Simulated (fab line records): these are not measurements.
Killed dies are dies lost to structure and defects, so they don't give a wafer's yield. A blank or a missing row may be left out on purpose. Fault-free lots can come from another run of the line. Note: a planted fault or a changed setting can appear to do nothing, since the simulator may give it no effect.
fab line records	flow n5-finfet	part 1 of 2: steps 1 to 4 of 6
record: lots: 24	wafers: 72	last-day: 18
route steps=1938 shown BEOL_M6@1232 BEOL_M7@1284
lots that met no fault: taken from a fault-free run of the same line
start-h: the number of hours between the record's first day and the start of the first shown wafer of the lot	wait-h: hours since the lot's step before	" same as the row above	L1.1+2: one row covering several wafers at once	- no value, or no start was given	* or withheld: withheld	< > ~ a bound
route shown NAME@n: a module of which the file shows steps, and the number in the route of the first	usual: average and standard deviation across the fault-free wafers	same: alike in all rows	chamber/n: place in a boat	sites: the reading at each site	_std_site: how widely they spread, as a standard deviation	_edge_site: inner sites' mean taken away from outer sites' mean	radius-mm: how far each site lies from the wafer's centre	mask NAME#n: copy n	behind: the last tool/chamber to shape the wafer	hold: cause of the lot's hold/its duration in hours/its outcome	device: names the non-switching transistor (n, p or np)	end of line: tests of these same wafers at the route's end	a step given without rows: its recipe and nothing more	killed: at the first sort, the dies lost to defects and structure; wafer yield is something else	map: a wafer's dies, marking killed ones x, the rest . and places with no die _
set.NAME: the setting that was run; set.NAME@STEP: the one run at that earlier step	model.NAME: the simulator's own value behind a step, which no gauge read
one table for each step of the route and one row for each wafer, over a sample of lots
services: a tool's chamber out of use, with start hour (start-h, from the record's first day; less than 0 if before it), hours out, and reason
== steps ==
step: N5_BEOL_M6_ETCH_65
recipe: chemistry: CF4	target: SiARC	target-depth-a: 156	mask-material: CAR-EUV	time-s: 26	ion-energy-ev: 80	pressure-mtorr: 40	source-w: 545	bias-w: 36	Ar_flow_sccm: 100	cf4-flow-sccm: 100	ends: cleared
usual: bias-w: 36.01/0.099	drypump-motor-current-A: 5.7/0.47	etch-rf-on-time-s: 26.0/0.48	oes-product-au: 0.68/0.076	rf-vpp-V: 184.5/1.2	showerhead-plenum-p-Torr: 2.17/0.079	throttle-valve-pct: 15.61/0.23
lot.wafer	tool	chamber	start-h	wait-h	bias-w	drypump-motor-current-A	etch-rf-on-time-s	oes-product-au	rf-hours-counter-h	rf-vpp-V	showerhead-plenum-p-Torr	throttle-valve-pct
L074.3	rie-diel-05	2	187.33	0.0	35.78	5.5	26.0	0.77	14	183.8	2.28	15.39
L074.4	"	3	"	"	36.18	4.8	26.2	0.60	200	184.7	2.21	15.73
L074.5	"	2	"	"	35.76	5.6	25.9	0.76	-	184.7	2.28	15.41
L075.1	rie-diel-02	0	193.41	0.0	35.96	6.3	25.8	0.63	179	183.6	2.13	15.44
L075.3	"	3	"	"	35.97	5.8	26.6	0.57	240	184.1	2.11	15.74
L075.6	"	0	"	"	36.00	6.4	25.9	0.64	-	184.4	2.13	15.43
L076.1	rie-diel-02	2	200.23	0.0	36.00	5.9	26.4	0.62	199	185.4	2.21	15.59
L076.3	"	3	"	"	36.02	5.8	26.5	0.57	242	184.4	2.10	15.72
L076.4	"	0	"	"	36.11	6.3	25.6	0.63	182	184.0	2.13	15.45
L079.1	rie-diel-06	3	211.91	0.0	36.15	5.7	25.5	0.74	50	186.0	2.26	15.41
L079.4	"	3	"	"	36.11	5.8	25.4	0.74	-	186.0	2.26	15.42
L079.6	"	1	"	"	36.13	5.9	25.4	0.82	-	184.6	2.28	15.72
L077.1	rie-diel-05	1	218.68	0.0	36.06	5.2	26.2	0.69	91	184.3	2.16	15.84
L077.3	"	0	"	"	35.92	5.9	25.4	0.76	40	183.5	2.09	15.21
L077.6	"	3	"	"	36.04	4.8	26.7	0.58	-	185.8	2.21	15.75
L078.1	rie-diel-02	3	218.75	0.0	35.94	5.8	26.7	0.56	249	183.3	2.10	15.75
L078.4	"	1	"	"	36.08	6.6	25.9	0.69	93	185.6	2.25	15.38
L078.5	"	0	"	"	36.03	6.4	25.8	0.63	-	183.7	2.12	15.45
L080.1	rie-diel-05	2	225.53	0.0	35.88	5.5	26.2	0.75	27	185.3	2.27	15.43
L080.3	"	3	"	"	35.97	4.8	26.3	0.59	213	186.2	2.21	15.76
L080.5	"	2	"	"	35.87	5.5	26.1	0.74	-	186.2	2.27	15.43
L081.1	rie-diel-02	3	237.27	0.0	36.08	5.7	26.3	0.85	0	183.5	2.10	15.24
L081.2	"	1	"	"	36.14	6.6	26.0	0.68	102	185.3	2.24	15.39
L081.5	"	2	"	"	35.84	5.9	26.7	0.61	-	183.7	2.20	15.61
L082.1	rie-diel-05	2	242.58	0.0	36.05	5.5	26.5	0.73	33	186.7	2.27	15.45
L082.5	"	2	"	"	36.15	5.5	26.9	0.72	-	184.5	2.27	15.45
L082.6	"	1	"	"	35.97	5.2	26.4	0.68	-	183.2	2.16	15.88
L083.4	rie-diel-06	3	251.51	0.0	35.98	5.7	25.3	0.72	-	186.6	2.26	15.46
L083.5	"	2	"	"	36.03	5.1	26.2	0.59	-	181.9	2.04	15.98
L083.6	"	1	"	"	36.02	5.9	25.4	0.79	-	185.6	2.27	15.74
L084.2	rie-diel-02	3	260.75	0.0	36.07	5.7	26.3	0.80	7	184.4	2.10	15.26
L084.4	"	1	"	"	35.99	6.6	25.8	0.67	108	183.9	2.24	15.40
L084.5	"	0	"	"	36.04	6.4	25.9	0.61	-	182.9	2.12	15.50
L086.1	rie-diel-02	3	264.04	0.0	36.13	5.7	26.5	0.80	8	183.3	2.10	15.27
L086.2	"	0	"	"	35.93	6.4	25.9	0.62	204	184.6	2.12	15.49
L086.3	"	1	"	"	36.00	6.6	26.0	0.67	109	185.8	2.24	15.41
L085.2	rie-diel-06	1	268.27	0.0	36.14	5.9	25.3	0.78	35	186.0	2.27	15.76
L085.4	"	1	"	"	35.91	5.9	25.2	0.78	-	183.7	2.27	15.77
L085.6	"	2	"	"	36.16	5.1	26.1	0.59	-	182.5	2.03	16.00
L087.1	rie-diel-06	2	268.67	0.0	35.96	5.1	25.8	0.60	222	183.2	2.03	16.00
L087.2	"	1	"	"	35.80	5.9	24.9	0.78	35	185.8	2.27	15.75
L087.6	"	2	"	"	36.01	5.1	26.1	0.60	-	182.9	2.03	16.01
L088.1	rie-diel-02	0	270.43	0.0	36.11	6.4	26.0	0.62	206	182.8	2.12	15.51
L088.4	"	3	"	"	35.86	5.7	26.3	0.79	11	182.7	2.10	15.26
L088.6	"	1	"	"	35.82	6.6	26.0	0.67	-	184.1	2.24	15.40
L090.3	rie-diel-05	0	285.52	0.0	35.96	5.9	26.0	0.73	64	184.4	2.08	15.27
L090.4	"	1	"	"	36.07	5.2	26.1	0.68	113	185.1	2.16	15.89
L090.5	"	0	"	"	36.02	5.9	25.5	0.74	-	183.4	2.08	15.25
L089.2	rie-diel-06	1	291.93	0.0	35.97	5.9	25.6	0.76	44	185.8	2.27	15.78
L089.3	"	0	"	"	35.94	5.8	26.2	0.79	8	182.7	2.10	15.53
L089.5	"	2	"	"	36.23	5.1	26.2	0.59	-	182.2	2.03	16.02
L091.2	rie-diel-05	3	295.90	0.0	36.13	4.8	26.3	0.57	237	183.9	2.20	15.81
L091.4	"	2	"	"	35.86	5.5	26.4	0.71	52	184.0	2.26	15.49
L091.6	"	3	"	"	36.03	4.8	26.3	0.58	-	185.3	2.20	15.80
L092.2	rie-diel-06	0	298.22	0.0	36.12	5.8	25.9	0.79	10	184.9	2.10	15.53
L092.3	"	3	"	"	35.97	5.8	25.4	0.70	84	184.4	2.25	15.48
L092.5	"	0	"	"	36.03	5.8	26.1	0.78	-	183.5	2.10	15.53
L093.1	rie-diel-06	3	305.17	0.0	36.03	5.8	25.2	0.70	87	184.9	2.25	15.50
L093.4	"	0	"	"	36.03	5.8	26.3	0.77	13	183.1	2.10	15.55
L093.6	"	2	"	"	36.03	5.1	26.3	0.59	-	181.8	2.03	16.04
L094.1	rie-diel-06	2	305.89	0.0	35.73	5.1	26.4	0.58	237	182.8	2.03	16.04
L094.3	"	3	"	"	36.21	5.7	25.4	0.69	88	184.9	2.25	15.51
L094.4	"	1	"	"	36.11	5.9	25.4	0.76	50	186.0	2.26	15.80
L095.2	rie-diel-05	3	323.56	0.0	35.99	4.9	26.6	0.56	248	184.3	2.20	15.82
L095.3	"	0	"	"	36.05	5.9	25.8	0.72	74	183.9	2.08	15.29
L095.4	"	1	"	"	36.02	5.2	26.3	0.65	127	183.6	2.15	15.93
L096.3	rie-diel-05	2	323.96	0.0	35.90	5.5	26.6	0.70	63	185.6	2.26	15.51
L096.4	"	0	"	"	35.96	5.9	25.8	0.71	74	183.7	2.08	15.28
L096.5	"	0	"	"	35.95	5.9	26.0	0.71	-	183.0	2.08	15.29
L097.2	rie-diel-02	2	332.55	0.0	36.07	5.9	26.4	0.59	248	184.6	2.19	15.66
L097.3	"	3	"	"	36.08	5.8	26.3	0.76	34	183.6	2.09	15.33
L097.4	"	0	"	"	35.90	6.4	26.0	0.60	229	181.8	2.11	15.55
step: N5_BEOL_M6_TRENCH_ETCH_37
recipe: chemistry: C4F6/O2	target-depth-a: 944.35	target: SiCOH_lowk	time-s: 31.5	ion-energy-ev: 250	pressure-mtorr: 30	source-w: 345	bias-w: 185	Ar_flow_sccm: 300	C4F6_flow_sccm: 10	O2_flow_sccm: 10
usual: C4F6_flow_sccm: 10.002/0.027	bias-w: 184.9/0.57	drypump-motor-current-A: 5.7/0.46	oes-product-au: 0.79/0.088	rf-vpp-V: 671/6.4	showerhead-plenum-p-Torr: 2.89/0.1	throttle-valve-pct: 20.90/0.23
same: time-s: 31.5
lot.wafer	tool	chamber	start-h	wait-h	C4F6_flow_sccm	bias-w	drypump-motor-current-A	oes-product-au	rf-hours-counter-h	rf-vpp-V	showerhead-plenum-p-Torr	throttle-valve-pct
L074.3	rie-diel-05	2	-	-	9.979	184.9	5.6	0.90	14	670	3.02	20.75
L074.4	"	3	"	"	9.989	185.4	4.9	0.69	200	670	2.94	20.94
L074.5	"	2	"	"	9.969	186.7	5.5	0.90	-	671	3.02	20.75
L075.1	rie-diel-02	0	-	-	9.978	184.6	6.4	0.73	180	671	2.83	20.70
L075.3	"	3	"	"	10.018	185.6	5.8	0.67	240	671	2.80	20.95
L075.6	"	0	"	"	9.952	185.0	6.3	0.73	-	670	2.83	20.69
L076.1	rie-diel-02	2	-	-	10.061	184.4	5.9	0.73	200	678	2.93	20.82
L076.3	"	3	"	"	10.003	185.1	5.8	0.66	242	670	2.80	20.93
L076.4	"	0	"	"	10.047	185.6	6.3	0.73	182	671	2.83	20.70
L079.1	rie-diel-06	3	-	-	9.955	184.5	5.7	0.87	50	676	3.01	20.80
L079.4	"	3	"	"	9.982	184.5	5.8	0.87	-	678	3.01	20.80
L079.6	"	1	"	"	10.005	184.5	5.9	0.95	-	674	3.02	21.14
L077.1	rie-diel-05	1	-	-	9.987	184.9	5.2	0.81	92	683	2.87	21.18
L077.3	"	0	"	"	10.011	186.2	5.9	0.88	40	662	2.78	20.53
L077.6	"	3	"	"	10.015	184.7	4.9	0.68	-	672	2.93	20.94
L078.1	rie-diel-02	3	-	-	10.010	185.0	5.8	0.66	249	670	2.80	20.95
L078.4	"	1	"	"	9.983	184.5	6.6	0.80	93	668	2.97	20.60
L078.5	"	0	"	"	10.025	183.9	6.4	0.73	-	673	2.83	20.72
L080.1	rie-diel-05	2	-	-	10.042	184.0	5.5	0.88	27	671	3.02	20.76
L080.3	"	3	"	"	10.011	185.0	4.9	0.69	213	670	2.93	20.97
L080.5	"	2	"	"	10.047	183.7	5.5	0.88	-	672	3.02	20.74
L081.1	rie-diel-02	3	-	-	10.024	184.8	5.8	0.98	0	672	2.79	20.58
L081.2	"	1	"	"	10.028	185.5	6.6	0.79	102	670	2.97	20.60
L081.5	"	2	"	"	10.004	184.0	5.9	0.71	-	680	2.92	20.84
L082.1	rie-diel-05	2	-	-	10.033	184.6	5.5	0.86	34	672	3.01	20.77
L082.5	"	2	"	"	10.051	185.4	5.5	0.87	-	671	3.01	20.77
L082.6	"	1	"	"	10.000	184.2	5.2	0.80	-	684	2.86	21.19
L083.4	rie-diel-06	3	-	-	9.964	186.0	5.8	0.85	-	676	3.00	20.82
L083.5	"	2	"	"	10.034	184.9	5.1	0.69	-	667	2.70	21.25
L083.6	"	1	"	"	10.039	184.5	5.9	0.92	-	675	3.02	21.17
L084.2	rie-diel-02	3	-	-	10.008	185.2	5.8	0.95	7	671	2.79	20.60
L084.4	"	1	"	"	9.980	185.7	6.5	0.79	108	668	2.97	20.62
L084.5	"	0	"	"	10.007	185.1	6.4	0.72	-	670	2.82	20.73
L086.1	rie-diel-02	3	-	-	9.990	185.5	5.8	0.94	8	671	2.79	20.61
L086.2	"	0	"	"	10.018	185.0	6.3	0.73	204	671	2.82	20.73
L086.3	"	1	"	"	9.955	185.0	6.6	0.79	109	671	2.97	20.61
L085.2	rie-diel-06	1	-	-	10.023	183.7	5.9	0.90	35	674	3.01	21.15
L085.4	"	1	"	"	9.999	184.3	5.9	0.90	-	675	3.01	21.17
L085.6	"	2	"	"	10.055	184.1	5.1	0.69	-	666	2.70	21.28
L087.1	rie-diel-06	2	-	-	10.002	184.8	5.1	0.69	222	666	2.70	21.28
L087.2	"	1	"	"	10.037	185.7	5.9	0.91	36	673	3.01	21.17
L087.6	"	2	"	"	9.981	184.8	5.1	0.69	-	664	2.70	21.27
L088.1	rie-diel-02	0	-	-	9.959	183.5	6.4	0.71	206	670	2.82	20.73
L088.4	"	3	"	"	9.964	185.5	5.8	0.94	11	669	2.79	20.59
L088.6	"	1	"	"	9.995	185.3	6.6	0.79	-	669	2.97	20.62
L090.3	rie-diel-05	0	-	-	9.993	184.7	5.9	0.86	64	663	2.77	20.58
L090.4	"	1	"	"	10.029	185.4	5.2	0.79	113	682	2.86	21.21
L090.5	"	0	"	"	10.001	184.6	5.9	0.85	-	663	2.77	20.56
L089.2	rie-diel-06	1	-	-	10.044	184.8	5.9	0.89	44	674	3.01	21.17
L089.3	"	0	"	"	10.020	184.8	5.8	0.93	8	655	2.79	20.92
L089.5	"	2	"	"	9.985	185.1	5.1	0.68	-	665	2.70	21.30
L091.2	rie-diel-05	3	-	-	9.998	184.7	4.8	0.67	238	670	2.92	21.00
L091.4	"	2	"	"	9.957	186.3	5.5	0.83	52	672	3.01	20.80
L091.6	"	3	"	"	10.030	184.0	4.8	0.67	-	670	2.92	20.98
L092.2	rie-diel-06	0	-	-	9.967	185.8	5.8	0.91	10	654	2.79	20.91
L092.3	"	3	"	"	10.032	185.0	5.8	0.82	84	677	2.99	20.84
L092.5	"	0	"	"	9.989	185.6	5.8	0.91	-	655	2.79	20.92
L093.1	rie-diel-06	3	-	-	9.948	185.3	5.7	0.82	87	675	2.99	20.83
L093.4	"	0	"	"	10.013	185.3	5.8	0.90	13	654	2.79	20.93
L093.6	"	2	"	"	10.005	185.8	5.1	0.69	-	665	2.69	21.29
L094.1	rie-diel-06	2	-	-	10.005	184.4	5.1	0.69	237	664	2.69	21.30
L094.3	"	3	"	"	9.997	184.8	5.7	0.82	88	676	2.99	20.86
L094.4	"	1	"	"	10.050	185.2	5.9	0.88	50	672	3.01	21.19
L095.2	rie-diel-05	3	-	-	10.039	185.3	4.9	0.66	249	671	2.91	21.02
L095.3	"	0	"	"	10.032	184.6	5.9	0.84	74	662	2.76	20.60
L095.4	"	1	"	"	10.020	185.5	5.2	0.77	127	681	2.85	21.22
L096.3	rie-diel-05	2	-	-	9.987	184.9	5.6	0.81	63	671	3.00	20.81
L096.4	"	0	"	"	10.042	184.8	5.9	0.84	74	663	2.76	20.57
L096.5	"	0	"	"	9.969	184.8	5.9	0.84	-	661	2.76	20.60
L097.2	rie-diel-02	2	-	-	9.991	185.2	5.9	0.69	248	679	2.91	20.89
L097.3	"	3	"	"	10.035	184.7	5.7	0.88	35	670	2.78	20.63
L097.4	"	0	"	"	9.987	184.4	6.4	0.70	229	671	2.81	20.76
step: N5_BEOL_M6_CD_MEAS_35
recipe: target-cd-nm: 40	target-cd-y-nm: 28	polarity: opening
usual: cd-nm: 40.0/0.5
lot.wafer	tool	chamber	start-h	wait-h	cd-nm
L074.3	cd-sem-03	-	187.87	0.0	40.0
L074.4	"	-	"	"	40.1
L074.5	"	-	"	"	39.6
L075.1	cd-sem-03	-	193.94	0.0	40.4
L075.3	"	-	"	"	39.8
L075.6	"	-	"	"	40.5
L076.1	cd-sem-01	-	200.76	0.0	39.2
L076.3	"	-	"	"	40.4
L076.4	"	-	"	"	39.3
L079.1	cd-sem-03	-	212.45	0.0	39.5
L079.4	"	-	"	"	40.0
L079.6	"	-	"	"	39.7
L077.1	cd-sem-01	-	219.22	0.0	40.9
L077.3	"	-	"	"	40.4
L077.6	"	-	"	"	40.7
L078.1	cd-sem-03	-	219.28	0.0	40.1
L078.4	"	-	"	"	39.8
L078.5	"	-	"	"	40.0
L080.1	cd-sem-03	-	226.06	0.0	40.8
L080.3	"	-	"	"	40.2
L080.5	"	-	"	"	39.8
L081.1	cd-sem-01	-	237.79	0.0	40.5
L081.2	"	-	"	"	40.1
L081.5	"	-	"	"	39.5
L082.1	cd-sem-02	-	243.12	0.0	39.3
L082.5	"	-	"	"	39.5
L082.6	"	-	"	"	39.9
L083.4	cd-sem-02	-	252.04	0.0	40.6
L083.5	"	-	"	"	40.4
L083.6	"	-	"	"	40.6
L084.2	cd-sem-01	-	261.29	0.0	39.3
L084.4	"	-	"	"	39.2
L084.5	"	-	"	"	39.9
L086.1	cd-sem-01	-	264.57	0.0	39.8
L086.2	"	-	"	"	38.7
L086.3	"	-	"	"	39.7
L085.2	cd-sem-02	-	268.81	0.0	39.2
L085.4	"	-	"	"	39.7
L085.6	"	-	"	"	39.2
L087.1	cd-sem-02	-	269.20	0.0	40.5
L087.2	"	-	"	"	39.1
L087.6	"	-	"	"	39.6
L088.1	cd-sem-01	-	270.95	0.0	39.8
L088.4	"	-	"	"	39.8
L088.6	"	-	"	"	39.8
L090.3	cd-sem-03	-	286.06	0.0	40.5
L090.4	"	-	"	"	40.5
L090.5	"	-	"	"	40.4
L089.2	cd-sem-03	-	292.48	0.0	40.5
L089.3	"	-	"	"	39.3
L089.5	"	-	"	"	40.1
L091.2	cd-sem-02	-	296.43	0.0	39.4
L091.4	"	-	"	"	39.4
L091.6	"	-	"	"	40.5
L092.2	cd-sem-03	-	298.75	0.0	40.6
L092.3	"	-	"	"	40.3
L092.5	"	-	"	"	40.6
L093.1	cd-sem-03	-	305.79	0.0	40.1
L093.4	"	-	"	"	40.0
L093.6	"	-	"	"	40.0
L094.1	cd-sem-03	-	306.43	0.0	40.6
L094.3	"	-	"	"	40.2
L094.4	"	-	"	"	39.9
L095.2	cd-sem-02	-	324.09	0.0	41.1
L095.3	"	-	"	"	40.3
L095.4	"	-	"	"	40.6
L096.3	cd-sem-02	-	324.49	0.0	39.5
L096.4	"	-	"	"	40.3
L096.5	"	-	"	"	40.2
L097.2	cd-sem-03	-	333.08	0.0	40.3
L097.3	"	-	"	"	40.7
L097.4	"	-	"	"	40.5
step: N5_BEOL_M6_ANNEAL_51
recipe: temp-c: 225	time-s: 90	ambient: N2
usual: wafer_temp_C_max: 226.25/0.25
same: time-s: 90
lot.wafer	tool	chamber	start-h	wait-h	wafer_temp_C_max
L074.3	rtp-anneal-02	0	189.67	0.3	226.31
L074.4	"	0	"	"	226.17
L074.5	"	0	"	"	226.02
L075.1	rtp-anneal-02	0	195.80	0.3	226.24
L075.3	"	0	"	"	226.17
L075.6	"	0	"	"	225.91
L076.1	rtp-anneal-01	0	203.05	0.1	226.03
L076.3	"	0	"	"	226.10
L076.4	"	0	"	"	226.09
L079.1	rtp-anneal-02	0	217.88	0.2	226.12
L079.4	"	0	"	"	226.13
L079.6	"	0	"	"	226.16
L077.1	rtp-anneal-02	0	220.37	0.1	226.40
L077.3	"	0	"	"	225.80
L077.6	"	0	"	"	226.37
L078.1	rtp-anneal-01	0	220.45	0.1	226.24
L078.4	"	0	"	"	225.93
L078.5	"	0	"	"	226.16
L080.1	rtp-anneal-01	0	227.59	0.2	226.20
L080.3	"	0	"	"	226.35
L080.5	"	0	"	"	226.53
L081.1	rtp-anneal-02	0	239.57	0.5	226.36
L081.2	"	0	"	"	226.04
L081.5	"	0	"	"	226.34
L082.1	rtp-anneal-02	0	244.56	0.1	226.45
L082.5	"	0	"	"	226.43
L082.6	"	0	"	"	226.41
L083.4	rtp-anneal-02	0	254.44	0.2	226.32
L083.5	"	0	"	"	226.04
L083.6	"	0	"	"	226.38
L084.2	rtp-anneal-02	0	262.88	0.1	225.96
L084.4	"	0	"	"	226.26
L084.5	"	0	"	"	226.25
L086.1	rtp-anneal-01	0	267.23	1.6	226.07
L086.2	"	0	"	"	226.15
L086.3	"	0	"	"	225.60
L085.2	rtp-anneal-01	0	271.38	1.0	226.74
L085.4	"	0	"	"	225.89
L085.6	"	0	"	"	226.56
L087.1	rtp-anneal-01	0	271.87	1.2	226.21
L087.2	"	0	"	"	226.29
L087.6	"	0	"	"	226.07
L088.1	rtp-anneal-01	0	272.68	0.5	226.19
L088.4	"	0	"	"	226.44
L088.6	"	0	"	"	226.74
L090.3	rtp-anneal-02	0	288.27	0.5	226.34
L090.4	"	0	"	"	226.86
L090.5	"	0	"	"	226.09
L089.2	rtp-anneal-01	0	294.08	0.3	226.41
L089.3	"	0	"	"	226.32
L089.5	"	0	"	"	226.24
L091.2	rtp-anneal-01	0	298.54	0.1	225.90
L091.4	"	0	"	"	226.24
L091.6	"	0	"	"	226.24
L092.2	rtp-anneal-02	0	301.12	0.4	226.25
L092.3	"	0	"	"	226.28
L092.5	"	0	"	"	226.27
L093.1	rtp-anneal-01	0	307.01	0.1	226.19
L093.4	"	0	"	"	226.43
L093.6	"	0	"	"	226.39
L094.1	rtp-anneal-02	0	308.46	0.1	226.18
L094.3	"	0	"	"	226.23
L094.4	"	0	"	"	226.68
L095.2	rtp-anneal-01	0	325.91	0.2	226.44
L095.3	"	0	"	"	226.63
L095.4	"	0	"	"	226.05
L096.3	rtp-anneal-02	0	326.41	0.4	226.28
L096.4	"	0	"	"	226.10
L096.5	"	0	"	"	226.29
L097.2	rtp-anneal-02	0	336.21	0.1	226.65
L097.3	"	0	"	"	226.15
L097.4	"	0	"	"	225.84
